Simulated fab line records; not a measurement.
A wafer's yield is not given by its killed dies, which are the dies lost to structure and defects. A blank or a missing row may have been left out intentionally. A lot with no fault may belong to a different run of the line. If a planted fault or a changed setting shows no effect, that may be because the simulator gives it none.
What tool caused it? | flow nand harc | 12 lots with 36 wafers sampled at 5 steps, on a route of 1302 steps

## WHAT THE GAUGES SHOWED, per wafer
NHARC_END_SORT_01. Usual: value, then standard deviation, for each; defect limited yield 90 % / 3.8; killed at array 61 / 26; killed at other 0.8 / 1.1; killed at periphery 4.0 / 2.6; killed dies 66 / 26; killed open 3.1 / 1.7; killed short 2.5 / 1.5.
lot  | measured     | on        | defect limited yield (%) | killed at array | killed at other | killed at periphery | killed dies | killed open | killed short | flag
L593 | day 30 16:12 | prober-02 | 85 84 80                 | 94 104 83       | 1 0 0           | 6 5 52              | 101 109 135 | 5 4 0       | 3 1 3        | OFF

## WHICH TOOL RAN EACH LOT (tool, then ch and the chambers of the sampled wafers, then the start)
lot  | NHARC_P_M1_ETCH_28                 | NHARC_THIN_TSV_DESCUM_14           | NHARC_THIN_TSV_ETCH_15           | NHARC_THIN_TSV_DEGAS_53
L580 | rie diel-12 ch 0,1,2, day 6 10:16  | rie diel-04 ch 1,2, day 23 21:16   | rie si-04 ch 0,1,3, day 23 21:56 | pvd sputter-02, day 24 01:56
L579 | rie diel-12 ch 0,1,2, day 6 11:04  | rie diel-05 ch 0,1,2, day 23 18:28 | rie si-06 ch 0,2, day 23 19:07   | pvd sputter-01, day 23 23:03
L581 | rie diel-02 ch 0,1,3, day 7 02:52  | rie diel-12 ch 0,1,3, day 24 09:46 | rie si-04 ch 0,1,3, day 24 10:26 | pvd sputter-03, day 24 14:22
L582 | rie diel-01 ch 0,2,3, day 7 10:30  | rie diel-12 ch 0,3, day 24 07:56   | rie si-04 ch 0,2, day 24 08:35   | pvd sputter-03, day 24 12:31
L583 | rie diel-01 ch 0,3, day 7 18:35    | rie diel-05 ch 0,1,2, day 24 22:47 | rie si-04 ch 0,3, day 24 23:27   | pvd sputter-02, day 25 03:27
L585 | rie diel-02 ch 1,2,3, day 8 12:59  | rie diel-05 ch 0,1,2, day 25 07:05 | rie si-06 ch 0,2,3, day 25 07:44 | pvd sputter-03, day 25 11:46
L588 | rie diel-02 ch 0,1,3, day 9 20:58  | rie diel-05 ch 0,1,3, day 27 04:08 | rie si-06 ch 0,1, day 27 04:47   | pvd sputter-03, day 27 08:43
L589 | rie diel-01 ch 1,2,3, day 10 11:14 | rie diel-05 ch 0,1,3, day 28 02:33 | rie si-04 ch 0,2,3, day 28 03:13 | pvd sputter-02, day 28 07:13
L590 | rie diel-12 ch 0,1,2, day 10 19:14 | rie diel-12 ch 2,3, day 29 00:25   | rie si-03 ch 2,3, day 29 01:05   | pvd sputter-01, day 29 05:01
L592 | rie diel-01 ch 1,2, day 11 15:13   | rie diel-05 ch 0,1,2, day 29 00:35 | rie si-06 ch 0,1,3, day 29 01:14 | pvd sputter-03, day 29 05:16
L591 | rie diel-01 ch 0,1,2, day 11 16:13 | rie diel-04 ch 1,2,3, day 29 21:07 | rie si-03 ch 0,1,3, day 29 21:46 | pvd sputter-01, day 30 01:41
L593 | rie diel-01 ch 1,2,3, day 12 05:32 | rie diel-12 ch 0,2,3, day 29 23:39 | rie si-06 ch 0,1, day 30 00:19   | pvd sputter-03, day 30 04:14
- NHARC_P_M1_ETCH_28: etches the open film in CF4/N2, target depth 30 nm, time 72.99 s.
- NHARC_THIN_TSV_DESCUM_14: chemistry O2, time 3 s.
- NHARC_THIN_TSV_ETCH_15: target depth 3000 nm, bosch target overetch cycles 2, bosch etch step 2.8 s.
- NHARC_THIN_TSV_DEGAS_53: time 60 s.

## AS READ BY THE TOOLS THEMSELVES (means over the sampled wafers that have a number; for cases with no such wafer, the mark the record gives instead)
NHARC_P_M1_ETCH_28. Usual: drypump motor current A 5.9 A, standard deviation 0.45; oes product au 1.001 a.u., standard deviation 0.014; rf vpp V 313.1 V, standard deviation 1.7; showerhead plenum p Torr 2.57 Torr, standard deviation 0.08; throttle valve pct 19.794 %, standard deviation 0.0088.
lot  | tool        | drypump motor current A (A) | oes product au (a.u.) | rf vpp V (V) | showerhead plenum p Torr (Torr) | throttle valve pct (%) | flag
L580 | rie diel-12 | 5.3                         | 1.002                 | 312.4        | 2.54                            | 19.787                 |
L579 | rie diel-12 | 5.4                         | 1.008                 | 312.7        | 2.54                            | 19.798                 |
L581 | rie diel-02 | 5.8                         | 0.997                 | 313.5        | 2.58                            | 19.788                 |
L582 | rie diel-01 | 6.0                         | 1.011                 | 313.4        | 2.61                            | 19.797                 |
L583 | rie diel-01 | 5.8                         | 1.014                 | 313.5        | 2.65                            | 19.789                 |
L585 | rie diel-02 | 5.9                         | 1.003                 | 313.8        | 2.57                            | 19.791                 |
L588 | rie diel-02 | 5.8                         | 0.989                 | 312.5        | 2.57                            | 19.794                 |
L589 | rie diel-01 | 6.1                         | 0.985                 | 314.5        | 2.64                            | 19.794                 |
L590 | rie diel-12 | 5.4                         | 1.011                 | 312.8        | 2.53                            | 19.789                 |
L592 | rie diel-01 | 6.5                         | 0.992                 | 313.7        | 2.62                            | 19.795                 |
L591 | rie diel-01 | 6.3                         | 1.001                 | 312.5        | 2.60                            | 19.794                 |
L593 | rie diel-01 | 6.1                         | 0.993                 | 314.5        | 2.63                            | 19.793                 |

NHARC_THIN_TSV_DESCUM_14. Usual: drypump motor current A 5.5 A, standard deviation 0.35; oes product au 1.002 a.u., standard deviation 0.015; rf vpp V 57.8 V, standard deviation 0.93; showerhead plenum p Torr 1.91 Torr, standard deviation 0.088; throttle valve pct 11.310 %, standard deviation 0.01.
lot  | tool        | drypump motor current A (A) | oes product au (a.u.) | rf vpp V (V) | showerhead plenum p Torr (Torr) | throttle valve pct (%) | flag
L580 | rie diel-04 | 5.5                         | 1.010                 | 58.1         | 1.92                            | 11.304                 |
L579 | rie diel-05 | 5.6                         | 0.994                 | 58.3         | 2.02                            | 11.314                 |
L581 | rie diel-12 | 5.4                         | 1.014                 | 57.5         | 1.81                            | 11.311                 |
L582 | rie diel-12 | 5.4                         | 1.021                 | 57.6         | 1.79                            | 11.320                 |
L583 | rie diel-05 | 5.6                         | 0.997                 | 59.0         | 2.02                            | 11.311                 |
L585 | rie diel-05 | 5.6                         | 0.997                 | 58.0         | 2.02                            | 11.304                 |
L588 | rie diel-05 | 5.6                         | 0.991                 | 58.1         | 1.97                            | 11.310                 |
L589 | rie diel-05 | 5.6                         | 1.001                 | 58.2         | 1.97                            | 11.303                 |
L590 | rie diel-12 | 5.5                         | 1.012                 | 57.5         | 1.84                            | 11.312                 |
L592 | rie diel-05 | 5.6                         | 0.987                 | 56.9         | 2.02                            | 11.300                 |
L591 | rie diel-04 | 5.8                         | 1.006                 | 57.3         | 1.90                            | 11.305                 |
L593 | rie diel-12 | 5.4                         | 1.015                 | 57.4         | 1.83                            | 11.313                 |

NHARC_THIN_TSV_ETCH_15. Usual: drypump motor current A 5.8 A, standard deviation 0.41; he backside leak sccm 2.65 sccm, standard deviation 0.24.
lot  | tool      | drypump motor current A (A) | he backside leak sccm (sccm) | flag
L580 | rie si-04 | 5.6                         | 2.65                         |
L579 | rie si-06 | 5.8                         | 2.49                         |
L581 | rie si-04 | 5.5                         | 2.79                         |
L582 | rie si-04 | 6.4                         | 2.69                         |
L583 | rie si-04 | 5.8                         | 2.70                         |
L585 | rie si-06 | 5.9                         | 2.56                         |
L588 | rie si-06 | 5.8                         | 2.66                         |
L589 | rie si-04 | 6.0                         | 2.64                         |
L590 | rie si-03 | 5.2                         | 2.76                         |
L592 | rie si-06 | 5.9                         | 2.65                         |
L591 | rie si-03 | 5.6                         | 2.59                         |
L593 | rie si-06 | 5.8                         | 2.55                         |

NHARC_THIN_TSV_DEGAS_53. Usual: heater power w 465 W, standard deviation 37.
lot  | tool           | heater power w (W) | flag
L580 | pvd sputter-02 | 452                |
L579 | pvd sputter-01 | 468                |
L581 | pvd sputter-03 | 424                |
L582 | pvd sputter-03 | 502                |
L583 | pvd sputter-02 | 457                |
L585 | pvd sputter-03 | 455                |
L588 | pvd sputter-03 | 427                |
L589 | pvd sputter-02 | 485                |
L590 | pvd sputter-01 | 495                |
L592 | pvd sputter-03 | 460                |
L591 | pvd sputter-01 | 467                |
L593 | pvd sputter-03 | 458                |

## THE ANSWER, worked out from the rows above alone
Rule: a lot is off if the mean of its wafers that have a number lies more than 3 standard deviations from the usual mean. A lot without any number at a reading at which 4 lots or more have one is off too. All remaining lots with rows at the step are treated as sound. After the gauges, taken in route order, come the tools' own readings; for these a lot's mean is taken, as printed above. The first step at which some lot is off is used, and at that step the reading that is off furthest; a lot without a number counts as furthest.
Off, at NHARC_END_SORT_01 on killed at periphery: L593. Neither off nor sound, because the step has no rows for them: L580, L579, L581, L582, L583, L585, L588, L589, L590, L592, L591.
A tool fits if, at a process step before that reading, it ran every lot that is off, and no sound lot after the first of them. The gauges at NHARC_END_SORT_01 are tried like those tools. Can't be told from this: 5 tools fit, rie diel-01 at NHARC_P_M1_ETCH_28, rie diel-12 at NHARC_THIN_TSV_DESCUM_14, rie si-06 at NHARC_THIN_TSV_ETCH_15, pvd sputter-03 at NHARC_THIN_TSV_DEGAS_53, prober-02 at NHARC_END_SORT_01.

## WHAT HAD BEEN PUT IN BY THE SIMULATOR
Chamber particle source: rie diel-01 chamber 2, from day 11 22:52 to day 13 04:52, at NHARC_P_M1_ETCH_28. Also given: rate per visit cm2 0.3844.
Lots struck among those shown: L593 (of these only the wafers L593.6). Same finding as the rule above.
